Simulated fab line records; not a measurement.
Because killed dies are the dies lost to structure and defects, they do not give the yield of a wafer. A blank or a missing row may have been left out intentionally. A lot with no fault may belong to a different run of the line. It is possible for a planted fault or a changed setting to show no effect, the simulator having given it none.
Chamber matching | flow nand_harc | 4 sister chambers for NHARC_A_WL_FILL_ALD_19 on ald_metal-01
The step deposits TiN, target thk 2 nm, pulse time 3 s, ald cycles 100. 4 wafers are shown with their chamber, then 9 later ones without.

== WAFERS PAIRED WITH THEIR CHAMBERS ==
wafer  | chamber | heater_power_w (W)
L086.4 | 2       | 1160
L092.1 | 1       | 1187
L092.2 | 3       | 1191
L092.3 | 0       | 1187

== WAFERS WITHOUT THEIR CHAMBER ==
wafer  | heater_power_w (W)
L092.4 | 1171
L092.5 | 1157
L092.6 | 1210
L094.1 | 1240
L094.2 | 1154
L094.4 | 1196
L097.4 | 1228
L097.5 | 1178
L097.6 | 1187

== WHICH CHAMBER EACH WENT THROUGH ==
wafer  | from the rows above               | in truth
L092.4 | can't be placed: 2 or 0 or 1 or 3 | 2
L092.5 | can't be placed: 2 or 0 or 1 or 3 | 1
L092.6 | can't be placed: 3 or 0 or 1 or 2 | 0
L094.1 | can't be placed: 3 or 0 or 1 or 2 | 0
L094.2 | can't be placed: 2 or 0 or 1 or 3 | 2
L094.4 | can't be placed: 3 or 0 or 1 or 2 | 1
L097.4 | can't be placed: 3 or 0 or 1 or 2 | 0
L097.5 | can't be placed: 0 or 1 or 3 or 2 | 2
L097.6 | can't be placed: 0 or 1 or 3 or 2 | 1
Correct placement for 0 of the 9. Unplaceable from these rows: 9, with the true chamber sitting among the candidates in 9. Placed wrongly: 0.
How it was worked out, from the rows above alone: a wafer's distance from a chamber is the root of the sum, over the readings, of the square of ((its reading less the chamber's mean) divided by the reading's scatter). If the next closest chamber is less than 2 further off than the closest, the wafer can't be placed; otherwise it belongs to the closest. The mean given for a chamber averages the wafers shown for that chamber. The scatter: with one shown wafer a chamber, the root of the mean of the squares of how far each hidden wafer lies from its nearest shown one.
